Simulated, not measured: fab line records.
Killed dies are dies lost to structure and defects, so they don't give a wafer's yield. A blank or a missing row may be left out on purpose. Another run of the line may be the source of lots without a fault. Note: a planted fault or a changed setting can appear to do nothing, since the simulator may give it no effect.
Which tool is to blame? / flow n5Finfet / 72 wafers from 24 lots sampled at 6 of the route's 1938 steps

== WHAT THE GAUGES READ, wafer by wafer ==
N5_BEOL_M5_THK_MEAS_01. Usual: M5_ILD_THK gives 121.0 nm (standard deviation 1.6).
lot=L075; measured=day 10 14:05; on=filmMetro-01; M5_ILD_THK (nm)=119.5 121.4 122.3; flag=
lot=L074; measured=day 10 16:20; on=filmMetro-01; M5_ILD_THK (nm)=120.9 121.6 121.8; flag=
lot=L076; measured=day 11 06:50; on=filmMetro-01; M5_ILD_THK (nm)=122.5 123.6 122.4; flag=
lot=L077; measured=day 11 19:03; on=filmMetro-01; M5_ILD_THK (nm)=119.1 122.1 119.4; flag=
lot=L080; measured=day 12 03:03; on=filmMetro-01; M5_ILD_THK (nm)=118.8 119.0 122.8; flag=
lot=L081; measured=day 12 03:26; on=filmMetro-02; M5_ILD_THK (nm)=122.1 122.2 121.1; flag=
lot=L079; measured=day 12 10:29; on=filmMetro-01; M5_ILD_THK (nm)=117.5 121.0 122.1; flag=
lot=L078; measured=day 12 19:52; on=filmMetro-02; M5_ILD_THK (nm)=118.0 121.0 119.7; flag=
lot=L083; measured=day 12 20:52; on=filmMetro-01; M5_ILD_THK (nm)=119.3 120.0 118.5; flag=
lot=L082; measured=day 12 22:32; on=filmMetro-02; M5_ILD_THK (nm)=120.8 123.5 124.0; flag=
lot=L085; measured=day 13 07:53; on=filmMetro-02; M5_ILD_THK (nm)=118.7 121.0 117.7; flag=
lot=L086; measured=day 13 13:46; on=filmMetro-02; M5_ILD_THK (nm)=119.2 122.4 120.7; flag=
lot=L084; measured=day 14 02:11; on=filmMetro-02; M5_ILD_THK (nm)=119.6 122.8 119.5; flag=
lot=L088; measured=day 14 05:35; on=filmMetro-01; M5_ILD_THK (nm)=121.4 122.6 121.5; flag=
lot=L089; measured=day 14 06:41; on=filmMetro-02; M5_ILD_THK (nm)=118.6 124.3 120.1; flag=
lot=L087; measured=day 14 12:39; on=filmMetro-01; M5_ILD_THK (nm)=119.8 119.2 124.5; flag=
lot=L091; measured=day 14 16:26; on=filmMetro-02; M5_ILD_THK (nm)=122.3 119.9 122.9; flag=
lot=L090; measured=day 15 07:58; on=filmMetro-02; M5_ILD_THK (nm)=119.1 122.3 121.9; flag=
lot=L093; measured=day 15 15:25; on=filmMetro-02; M5_ILD_THK (nm)=118.7 121.8 120.9; flag=
lot=L094; measured=day 15 16:36; on=filmMetro-02; M5_ILD_THK (nm)=120.8 121.7 123.8; flag=
lot=L092; measured=day 15 17:20; on=filmMetro-01; M5_ILD_THK (nm)=121.2 121.5 124.6; flag=
lot=L096; measured=day 16 09:12; on=filmMetro-01; M5_ILD_THK (nm)=119.6 121.0 120.9; flag=
lot=L097; measured=day 16 16:53; on=filmMetro-01; M5_ILD_THK (nm)=120.6 120.4 122.0; flag=
lot=L095; measured=day 17 20:06; on=filmMetro-01; M5_ILD_THK (nm)=121.2 121.0 122.0; flag=

== TOOL THAT RAN EACH LOT (tool first, then ch and the chambers of the sampled wafers, then the start) ==
lot=L075; N5_BEOL_M4_PRE_CLEAN_45=pvdSputter-03, day 10 08:24; N5_BEOL_M4_ALD_84=aldMetal-03 ch 2,3, day 10 08:28; N5_BEOL_M4_ANNEAL_91=pvdSputter-02, day 10 10:22; N5_BEOL_M4_CO_CAP_55=cvdCo-01 ch 1,2, day 10 11:48; N5_BEOL_M5_ILD_DEP_00=pecvd-02 ch 0,2, day 10 13:02
lot=L074; N5_BEOL_M4_PRE_CLEAN_45=pvdSputter-01, day 10 11:16; N5_BEOL_M4_ALD_84=aldMetal-03 ch 1,3, day 10 11:20; N5_BEOL_M4_ANNEAL_91=pvdSputter-02, day 10 13:01; N5_BEOL_M4_CO_CAP_55=cvdCo-02 ch 1,2, day 10 14:34; N5_BEOL_M5_ILD_DEP_00=pecvd-02 ch 1,2, day 10 15:46
lot=L076; N5_BEOL_M4_PRE_CLEAN_45=pvdSputter-03, day 11 01:36; N5_BEOL_M4_ALD_84=aldMetal-02 ch 0,2,3, day 11 01:40; N5_BEOL_M4_ANNEAL_91=pvdSputter-03, day 11 03:37; N5_BEOL_M4_CO_CAP_55=cvdCo-02 ch 0,1, day 11 05:04; N5_BEOL_M5_ILD_DEP_00=pecvd-02 ch 0,1, day 11 06:16
lot=L077; N5_BEOL_M4_PRE_CLEAN_45=pvdSputter-01, day 11 11:02; N5_BEOL_M4_ALD_84=aldMetal-01 ch 0,3, day 11 11:06; N5_BEOL_M4_ANNEAL_91=pvdSputter-03, day 11 15:22; N5_BEOL_M4_CO_CAP_55=cvdCo-02 ch 1,2, day 11 16:48; N5_BEOL_M5_ILD_DEP_00=pecvd-04 ch 0,1,2, day 11 18:23
lot=L080; N5_BEOL_M4_PRE_CLEAN_45=pvdSputter-01, day 11 22:05; N5_BEOL_M4_ALD_84=aldMetal-03 ch 1,3, day 11 22:09; N5_BEOL_M4_ANNEAL_91=pvdSputter-02, day 11 23:50; N5_BEOL_M4_CO_CAP_55=cvdCo-02 ch 0,1, day 12 01:17; N5_BEOL_M5_ILD_DEP_00=pecvd-04 ch 0,1,2, day 12 02:29
lot=L081; N5_BEOL_M4_PRE_CLEAN_45=pvdSputter-02, day 11 22:07; N5_BEOL_M4_ALD_84=aldMetal-03 ch 1,2,3, day 11 22:21; N5_BEOL_M4_ANNEAL_91=pvdSputter-03, day 12 00:08; N5_BEOL_M4_CO_CAP_55=cvdCo-02 ch 0,1,2, day 12 01:35; N5_BEOL_M5_ILD_DEP_00=pecvd-02 ch 0,1,2, day 12 02:52
lot=L079; N5_BEOL_M4_PRE_CLEAN_45=pvdSputter-02, day 12 03:49; N5_BEOL_M4_ALD_84=aldMetal-02 ch 0,1,3, day 12 03:53; N5_BEOL_M4_ANNEAL_91=pvdSputter-02, day 12 07:17; N5_BEOL_M4_CO_CAP_55=cvdCo-01 ch 0,1, day 12 08:43; N5_BEOL_M5_ILD_DEP_00=pecvd-04 ch 0,1, day 12 09:55
lot=L078; N5_BEOL_M4_PRE_CLEAN_45=pvdSputter-03, day 12 13:32; N5_BEOL_M4_ALD_84=aldMetal-03 ch 0,2, day 12 13:35; N5_BEOL_M4_ANNEAL_91=pvdSputter-03, day 12 16:35; N5_BEOL_M4_CO_CAP_55=cvdCo-01 ch 0,1, day 12 18:03; N5_BEOL_M5_ILD_DEP_00=pecvd-03 ch 1,2, day 12 19:17
lot=L083; N5_BEOL_M4_PRE_CLEAN_45=pvdSputter-02, day 12 15:37; N5_BEOL_M4_ALD_84=aldMetal-01 ch 0,1,2, day 12 15:41; N5_BEOL_M4_ANNEAL_91=pvdSputter-02, day 12 17:28; N5_BEOL_M4_CO_CAP_55=cvdCo-02 ch 1,2, day 12 18:59; N5_BEOL_M5_ILD_DEP_00=pecvd-03 ch 1,2, day 12 20:16
lot=L082; N5_BEOL_M4_PRE_CLEAN_45=pvdSputter-01, day 12 16:57; N5_BEOL_M4_ALD_84=aldMetal-02 ch 2,3, day 12 17:02; N5_BEOL_M4_ANNEAL_91=pvdSputter-03, day 12 19:02; N5_BEOL_M4_CO_CAP_55=cvdCo-01 ch 0,1,2, day 12 20:44; N5_BEOL_M5_ILD_DEP_00=pecvd-02 ch 0,1,2, day 12 21:58
lot=L085; N5_BEOL_M4_PRE_CLEAN_45=pvdSputter-02, day 13 01:11; N5_BEOL_M4_ALD_84=aldMetal-03 ch 0,1,2, day 13 01:16; N5_BEOL_M4_ANNEAL_91=pvdSputter-01, day 13 04:38; N5_BEOL_M4_CO_CAP_55=cvdCo-02 ch 0,1,2, day 13 06:07; N5_BEOL_M5_ILD_DEP_00=pecvd-04 ch 0,1,2, day 13 07:19
lot=L086; N5_BEOL_M4_PRE_CLEAN_45=pvdSputter-03, day 13 08:28; N5_BEOL_M4_ALD_84=aldMetal-02 ch 0,3, day 13 08:33; N5_BEOL_M4_ANNEAL_91=pvdSputter-03, day 13 10:32; N5_BEOL_M4_CO_CAP_55=cvdCo-02 ch 0,1, day 13 11:59; N5_BEOL_M5_ILD_DEP_00=pecvd-03 ch 0,1,2, day 13 13:11
lot=L084; N5_BEOL_M4_PRE_CLEAN_45=pvdSputter-01, day 13 21:00; N5_BEOL_M4_ALD_84=aldMetal-03 ch 0,1,3, day 13 21:04; N5_BEOL_M4_ANNEAL_91=pvdSputter-01, day 13 22:52; N5_BEOL_M4_CO_CAP_55=cvdCo-02 ch 0,1,2, day 14 00:25; N5_BEOL_M5_ILD_DEP_00=pecvd-02 ch 0,2, day 14 01:37
lot=L088; N5_BEOL_M4_PRE_CLEAN_45=pvdSputter-02, day 14 00:01; N5_BEOL_M4_ALD_84=aldMetal-03 ch 0,1, day 14 00:05; N5_BEOL_M4_ANNEAL_91=pvdSputter-02, day 14 01:58; N5_BEOL_M4_CO_CAP_55=cvdCo-02 ch 0,1, day 14 03:49; N5_BEOL_M5_ILD_DEP_00=pecvd-02 ch 0,2, day 14 05:00
lot=L089; N5_BEOL_M4_PRE_CLEAN_45=pvdSputter-01, day 14 00:13; N5_BEOL_M4_ALD_84=aldMetal-03 ch 0,1,3, day 14 00:19; N5_BEOL_M4_ANNEAL_91=pvdSputter-03, day 14 03:28; N5_BEOL_M4_CO_CAP_55=cvdCo-01 ch 1,2, day 14 04:55; N5_BEOL_M5_ILD_DEP_00=pecvd-04 ch 0,2, day 14 06:07
lot=L087; N5_BEOL_M4_PRE_CLEAN_45=pvdSputter-03, day 14 05:41; N5_BEOL_M4_ALD_84=aldMetal-02 ch 1,2,3, day 14 05:47; N5_BEOL_M4_ANNEAL_91=pvdSputter-03, day 14 09:26; N5_BEOL_M4_CO_CAP_55=cvdCo-02 ch 1,2, day 14 10:53; N5_BEOL_M5_ILD_DEP_00=pecvd-04 ch 0,1,2, day 14 12:04
lot=L091; N5_BEOL_M4_PRE_CLEAN_45=pvdSputter-03, day 14 11:11; N5_BEOL_M4_ALD_84=aldMetal-03 ch 0,1,3, day 14 11:24; N5_BEOL_M4_ANNEAL_91=pvdSputter-03, day 14 13:13; N5_BEOL_M4_CO_CAP_55=cvdCo-02 ch 0,2, day 14 14:40; N5_BEOL_M5_ILD_DEP_00=pecvd-02 ch 0,1,2, day 14 15:52
lot=L090; N5_BEOL_M4_PRE_CLEAN_45=pvdSputter-01, day 15 00:00; N5_BEOL_M4_ALD_84=aldMetal-02 ch 0,2, day 15 00:07; N5_BEOL_M4_ANNEAL_91=pvdSputter-02, day 15 02:23; N5_BEOL_M4_CO_CAP_55=cvdCo-02 ch 0,2, day 15 06:10; N5_BEOL_M5_ILD_DEP_00=pecvd-03 ch 1,2, day 15 07:23
lot=L093; N5_BEOL_M4_PRE_CLEAN_45=pvdSputter-01, day 15 07:33; N5_BEOL_M4_ALD_84=aldMetal-01 ch 1,2,3, day 15 07:37; N5_BEOL_M4_ANNEAL_91=pvdSputter-02, day 15 10:26; N5_BEOL_M4_CO_CAP_55=cvdCo-01 ch 1,2, day 15 12:23; N5_BEOL_M5_ILD_DEP_00=pecvd-04 ch 1,2, day 15 13:37
lot=L094; N5_BEOL_M4_PRE_CLEAN_45=pvdSputter-01, day 15 11:21; N5_BEOL_M4_ALD_84=aldMetal-01 ch 1,2, day 15 11:26; N5_BEOL_M4_ANNEAL_91=pvdSputter-03, day 15 13:13; N5_BEOL_M4_CO_CAP_55=cvdCo-01 ch 1,2, day 15 14:47; N5_BEOL_M5_ILD_DEP_00=pecvd-02 ch 1,2, day 15 16:01
lot=L092; N5_BEOL_M4_PRE_CLEAN_45=pvdSputter-02, day 15 11:22; N5_BEOL_M4_ALD_84=aldMetal-02 ch 1,2,3, day 15 11:26; N5_BEOL_M4_ANNEAL_91=pvdSputter-01, day 15 13:24; N5_BEOL_M4_CO_CAP_55=cvdCo-02 ch 0,2, day 15 14:52; N5_BEOL_M5_ILD_DEP_00=pecvd-02 ch 1,2, day 15 16:44
lot=L096; N5_BEOL_M4_PRE_CLEAN_45=pvdSputter-03, day 16 03:43; N5_BEOL_M4_ALD_84=aldMetal-03 ch 0,2,3, day 16 03:49; N5_BEOL_M4_ANNEAL_91=pvdSputter-03, day 16 05:50; N5_BEOL_M4_CO_CAP_55=cvdCo-01 ch 0,1,2, day 16 07:25; N5_BEOL_M5_ILD_DEP_00=pecvd-03 ch 0,2, day 16 08:38
lot=L097; N5_BEOL_M4_PRE_CLEAN_45=pvdSputter-03, day 16 11:40; N5_BEOL_M4_ALD_84=aldMetal-03 ch 0,1,3, day 16 11:44; N5_BEOL_M4_ANNEAL_91=pvdSputter-02, day 16 13:40; N5_BEOL_M4_CO_CAP_55=cvdCo-02 ch 0,1, day 16 15:06; N5_BEOL_M5_ILD_DEP_00=pecvd-03 ch 1,2, day 16 16:19
lot=L095; N5_BEOL_M4_PRE_CLEAN_45=pvdSputter-01, day 17 15:11; N5_BEOL_M4_ALD_84=aldMetal-02 ch 0,1,3, day 17 15:16; N5_BEOL_M4_ANNEAL_91=pvdSputter-02, day 17 16:53; N5_BEOL_M4_CO_CAP_55=cvdCo-02 ch 0,1, day 17 18:20; N5_BEOL_M5_ILD_DEP_00=pecvd-03 ch 0,1,2, day 17 19:32
- N5_BEOL_M4_PRE_CLEAN_45: time 30 s.
- N5_BEOL_M4_ALD_84: deposits TaN, pulse time 2 s, purge time 3 s, co reactant purge time 2 s.
- N5_BEOL_M4_ANNEAL_91: time 240 s.
- N5_BEOL_M4_CO_CAP_55: material Co, precursor CCTBA/H2, target thk 2 nm, time 102.1 s.
- N5_BEOL_M5_ILD_DEP_00: deposits SiCOH lowk from DEMS/porogen, target thk 140.64 nm, time 25.9 s.

== AS READ BY THE TOOLS THEMSELVES (means over the sampled wafers that have a number; for cases with no such wafer, the mark the record gives instead) ==
N5_BEOL_M4_PRE_CLEAN_45. Usual: heaterPowerW 329 W, standard deviation 31.
lot=L075; tool=pvdSputter-03; heaterPowerW (W)=310; flag=
lot=L074; tool=pvdSputter-01; heaterPowerW (W)=327; flag=
lot=L076; tool=pvdSputter-03; heaterPowerW (W)=306; flag=
lot=L077; tool=pvdSputter-01; heaterPowerW (W)=329; flag=
lot=L080; tool=pvdSputter-01; heaterPowerW (W)=329; flag=
lot=L081; tool=pvdSputter-02; heaterPowerW (W)=373; flag=
lot=L079; tool=pvdSputter-02; heaterPowerW (W)=335; flag=
lot=L078; tool=pvdSputter-03; heaterPowerW (W)=311; flag=
lot=L083; tool=pvdSputter-02; heaterPowerW (W)=347; flag=
lot=L082; tool=pvdSputter-01; heaterPowerW (W)=330; flag=
lot=L085; tool=pvdSputter-02; heaterPowerW (W)=362; flag=
lot=L086; tool=pvdSputter-03; heaterPowerW (W)=300; flag=
lot=L084; tool=pvdSputter-01; heaterPowerW (W)=330; flag=
lot=L088; tool=pvdSputter-02; heaterPowerW (W)=392; flag=
lot=L089; tool=pvdSputter-01; heaterPowerW (W)=325; flag=
lot=L087; tool=pvdSputter-03; heaterPowerW (W)=303; flag=
lot=L091; tool=pvdSputter-03; heaterPowerW (W)=302; flag=
lot=L090; tool=pvdSputter-01; heaterPowerW (W)=328; flag=
lot=L093; tool=pvdSputter-01; heaterPowerW (W)=319; flag=
lot=L094; tool=pvdSputter-01; heaterPowerW (W)=324; flag=
lot=L092; tool=pvdSputter-02; heaterPowerW (W)=335; flag=
lot=L096; tool=pvdSputter-03; heaterPowerW (W)=315; flag=
lot=L097; tool=pvdSputter-03; heaterPowerW (W)=301; flag=
lot=L095; tool=pvdSputter-01; heaterPowerW (W)=329; flag=

N5_BEOL_M4_ALD_84. Usual: heaterPowerW 415 W, standard deviation 38; precursorVesselTempC 74.98 C, standard deviation 0.11.
lot=L075; tool=aldMetal-03; heaterPowerW (W)=442; precursorVesselTempC (C)=74.84; flag=
lot=L074; tool=aldMetal-03; heaterPowerW (W)=415; precursorVesselTempC (C)=75.08; flag=
lot=L076; tool=aldMetal-02; heaterPowerW (W)=427; precursorVesselTempC (C)=74.83; flag=
lot=L077; tool=aldMetal-01; heaterPowerW (W)=381; precursorVesselTempC (C)=75.03; flag=
lot=L080; tool=aldMetal-03; heaterPowerW (W)=432; precursorVesselTempC (C)=75.06; flag=
lot=L081; tool=aldMetal-03; heaterPowerW (W)=430; precursorVesselTempC (C)=74.98; flag=
lot=L079; tool=aldMetal-02; heaterPowerW (W)=446; precursorVesselTempC (C)=75.02; flag=
lot=L078; tool=aldMetal-03; heaterPowerW (W)=422; precursorVesselTempC (C)=74.94; flag=
lot=L083; tool=aldMetal-01; heaterPowerW (W)=389; precursorVesselTempC (C)=75.03; flag=
lot=L082; tool=aldMetal-02; heaterPowerW (W)=439; precursorVesselTempC (C)=74.95; flag=
lot=L085; tool=aldMetal-03; heaterPowerW (W)=411; precursorVesselTempC (C)=74.93; flag=
lot=L086; tool=aldMetal-02; heaterPowerW (W)=469; precursorVesselTempC (C)=74.86; flag=
lot=L084; tool=aldMetal-03; heaterPowerW (W)=407; precursorVesselTempC (C)=74.97; flag=
lot=L088; tool=aldMetal-03; heaterPowerW (W)=390; precursorVesselTempC (C)=74.99; flag=
lot=L089; tool=aldMetal-03; heaterPowerW (W)=412; precursorVesselTempC (C)=75.09; flag=
lot=L087; tool=aldMetal-02; heaterPowerW (W)=414; precursorVesselTempC (C)=75.07; flag=
lot=L091; tool=aldMetal-03; heaterPowerW (W)=403; precursorVesselTempC (C)=74.92; flag=
lot=L090; tool=aldMetal-02; heaterPowerW (W)=430; precursorVesselTempC (C)=74.92; flag=
lot=L093; tool=aldMetal-01; heaterPowerW (W)=380; precursorVesselTempC (C)=74.94; flag=
lot=L094; tool=aldMetal-01; heaterPowerW (W)=388; precursorVesselTempC (C)=74.98; flag=
lot=L092; tool=aldMetal-02; heaterPowerW (W)=408; precursorVesselTempC (C)=74.96; flag=
lot=L096; tool=aldMetal-03; heaterPowerW (W)=425; precursorVesselTempC (C)=74.95; flag=
lot=L097; tool=aldMetal-03; heaterPowerW (W)=411; precursorVesselTempC (C)=74.99; flag=
lot=L095; tool=aldMetal-02; heaterPowerW (W)=442; precursorVesselTempC (C)=75.01; flag=

N5_BEOL_M4_ANNEAL_91. Usual: heaterPowerW 827 W, standard deviation 89.
lot=L075; tool=pvdSputter-02; heaterPowerW (W)=925; flag=
lot=L074; tool=pvdSputter-02; heaterPowerW (W)=924; flag=
lot=L076; tool=pvdSputter-03; heaterPowerW (W)=788; flag=
lot=L077; tool=pvdSputter-03; heaterPowerW (W)=771; flag=
lot=L080; tool=pvdSputter-02; heaterPowerW (W)=924; flag=
lot=L081; tool=pvdSputter-03; heaterPowerW (W)=738; flag=
lot=L079; tool=pvdSputter-02; heaterPowerW (W)=859; flag=
lot=L078; tool=pvdSputter-03; heaterPowerW (W)=784; flag=
lot=L083; tool=pvdSputter-02; heaterPowerW (W)=937; flag=
lot=L082; tool=pvdSputter-03; heaterPowerW (W)=745; flag=
lot=L085; tool=pvdSputter-01; heaterPowerW (W)=841; flag=
lot=L086; tool=pvdSputter-03; heaterPowerW (W)=785; flag=
lot=L084; tool=pvdSputter-01; heaterPowerW (W)=828; flag=
lot=L088; tool=pvdSputter-02; heaterPowerW (W)=864; flag=
lot=L089; tool=pvdSputter-03; heaterPowerW (W)=756; flag=
lot=L087; tool=pvdSputter-03; heaterPowerW (W)=771; flag=
lot=L091; tool=pvdSputter-03; heaterPowerW (W)=785; flag=
lot=L090; tool=pvdSputter-02; heaterPowerW (W)=835; flag=
lot=L093; tool=pvdSputter-02; heaterPowerW (W)=837; flag=
lot=L094; tool=pvdSputter-03; heaterPowerW (W)=789; flag=
lot=L092; tool=pvdSputter-01; heaterPowerW (W)=812; flag=
lot=L096; tool=pvdSputter-03; heaterPowerW (W)=778; flag=
lot=L097; tool=pvdSputter-02; heaterPowerW (W)=838; flag=
lot=L095; tool=pvdSputter-02; heaterPowerW (W)=862; flag=

N5_BEOL_M4_CO_CAP_55. Usual: heaterPowerW 259 W, standard deviation 26.
lot=L075; tool=cvdCo-01; heaterPowerW (W)=249; flag=
lot=L074; tool=cvdCo-02; heaterPowerW (W)=288; flag=
lot=L076; tool=cvdCo-02; heaterPowerW (W)=256; flag=
lot=L077; tool=cvdCo-02; heaterPowerW (W)=289; flag=
lot=L080; tool=cvdCo-02; heaterPowerW (W)=258; flag=
lot=L081; tool=cvdCo-02; heaterPowerW (W)=270; flag=
lot=L079; tool=cvdCo-01; heaterPowerW (W)=229; flag=
lot=L078; tool=cvdCo-01; heaterPowerW (W)=227; flag=
lot=L083; tool=cvdCo-02; heaterPowerW (W)=283; flag=
lot=L082; tool=cvdCo-01; heaterPowerW (W)=234; flag=
lot=L085; tool=cvdCo-02; heaterPowerW (W)=269; flag=
lot=L086; tool=cvdCo-02; heaterPowerW (W)=278; flag=
lot=L084; tool=cvdCo-02; heaterPowerW (W)=272; flag=
lot=L088; tool=cvdCo-02; heaterPowerW (W)=279; flag=
lot=L089; tool=cvdCo-01; heaterPowerW (W)=246; flag=
lot=L087; tool=cvdCo-02; heaterPowerW (W)=289; flag=
lot=L091; tool=cvdCo-02; heaterPowerW (W)=253; flag=
lot=L090; tool=cvdCo-02; heaterPowerW (W)=265; flag=
lot=L093; tool=cvdCo-01; heaterPowerW (W)=251; flag=
lot=L094; tool=cvdCo-01; heaterPowerW (W)=244; flag=
lot=L092; tool=cvdCo-02; heaterPowerW (W)=269; flag=
lot=L096; tool=cvdCo-01; heaterPowerW (W)=235; flag=
lot=L097; tool=cvdCo-02; heaterPowerW (W)=259; flag=
lot=L095; tool=cvdCo-02; heaterPowerW (W)=258; flag=

N5_BEOL_M5_ILD_DEP_00. Usual: heaterPowerW 310 W, standard deviation 53; showerheadPlenumPTorr 5.735 Torr, standard deviation 0.013; throttleValvePct 13.7 %, standard deviation 0.96.
lot=L075; tool=pecvd-02; heaterPowerW (W)=247; showerheadPlenumPTorr (Torr)=5.727; throttleValvePct (%)=13.3; flag=
lot=L074; tool=pecvd-02; heaterPowerW (W)=303; showerheadPlenumPTorr (Torr)=5.738; throttleValvePct (%)=13.8; flag=
lot=L076; tool=pecvd-02; heaterPowerW (W)=314; showerheadPlenumPTorr (Torr)=5.739; throttleValvePct (%)=14.1; flag=
lot=L077; tool=pecvd-04; heaterPowerW (W)=346; showerheadPlenumPTorr (Torr)=5.737; throttleValvePct (%)=14.0; flag=
lot=L080; tool=pecvd-04; heaterPowerW (W)=342; showerheadPlenumPTorr (Torr)=5.744; throttleValvePct (%)=13.9; flag=
lot=L081; tool=pecvd-02; heaterPowerW (W)=270; showerheadPlenumPTorr (Torr)=5.722; throttleValvePct (%)=13.5; flag=
lot=L079; tool=pecvd-04; heaterPowerW (W)=354; showerheadPlenumPTorr (Torr)=5.732; throttleValvePct (%)=14.0; flag=
lot=L078; tool=pecvd-03; heaterPowerW (W)=327; showerheadPlenumPTorr (Torr)=5.734; throttleValvePct (%)=13.1; flag=
lot=L083; tool=pecvd-03; heaterPowerW (W)=297; showerheadPlenumPTorr (Torr)=5.738; throttleValvePct (%)=13.9; flag=
lot=L082; tool=pecvd-02; heaterPowerW (W)=274; showerheadPlenumPTorr (Torr)=5.731; throttleValvePct (%)=13.5; flag=
lot=L085; tool=pecvd-04; heaterPowerW (W)=326; showerheadPlenumPTorr (Torr)=5.739; throttleValvePct (%)=14.1; flag=
lot=L086; tool=pecvd-03; heaterPowerW (W)=338; showerheadPlenumPTorr (Torr)=5.732; throttleValvePct (%)=13.5; flag=
lot=L084; tool=pecvd-02; heaterPowerW (W)=255; showerheadPlenumPTorr (Torr)=5.731; throttleValvePct (%)=13.0; flag=
lot=L088; tool=pecvd-02; heaterPowerW (W)=215; showerheadPlenumPTorr (Torr)=5.729; throttleValvePct (%)=13.0; flag=
lot=L089; tool=pecvd-04; heaterPowerW (W)=342; showerheadPlenumPTorr (Torr)=5.736; throttleValvePct (%)=13.2; flag=
lot=L087; tool=pecvd-04; heaterPowerW (W)=329; showerheadPlenumPTorr (Torr)=5.732; throttleValvePct (%)=14.1; flag=
lot=L091; tool=pecvd-02; heaterPowerW (W)=287; showerheadPlenumPTorr (Torr)=5.732; throttleValvePct (%)=13.5; flag=
lot=L090; tool=pecvd-03; heaterPowerW (W)=303; showerheadPlenumPTorr (Torr)=5.738; throttleValvePct (%)=13.9; flag=
lot=L093; tool=pecvd-04; heaterPowerW (W)=295; showerheadPlenumPTorr (Torr)=5.737; throttleValvePct (%)=13.8; flag=
lot=L094; tool=pecvd-02; heaterPowerW (W)=323; showerheadPlenumPTorr (Torr)=5.735; throttleValvePct (%)=13.8; flag=
lot=L092; tool=pecvd-02; heaterPowerW (W)=293; showerheadPlenumPTorr (Torr)=5.747; throttleValvePct (%)=13.6; flag=
lot=L096; tool=pecvd-03; heaterPowerW (W)=324; showerheadPlenumPTorr (Torr)=5.722; throttleValvePct (%)=13.0; flag=
lot=L097; tool=pecvd-03; heaterPowerW (W)=329; showerheadPlenumPTorr (Torr)=5.739; throttleValvePct (%)=13.9; flag=
lot=L095; tool=pecvd-03; heaterPowerW (W)=322; showerheadPlenumPTorr (Torr)=5.729; throttleValvePct (%)=13.5; flag=

== THE ANSWER, worked out from the rows above alone ==
Rule: a lot counts as off when the mean over its wafers that have a number is more than 3 standard deviations away from the usual mean. A lot without any number at a reading at which 4 lots or more have one is off too. Any other lot the step has rows for is counted as sound. First the gauges in route order, then the tools' own readings, where a lot's mean is used as printed above. At the first step where some lot is off, the reading lying furthest off is the one used; lots without a number count as furthest.
No lot is off at any reading shown: from this, nothing can be told.

== WHAT THE SIMULATOR HAD INSERTED ==
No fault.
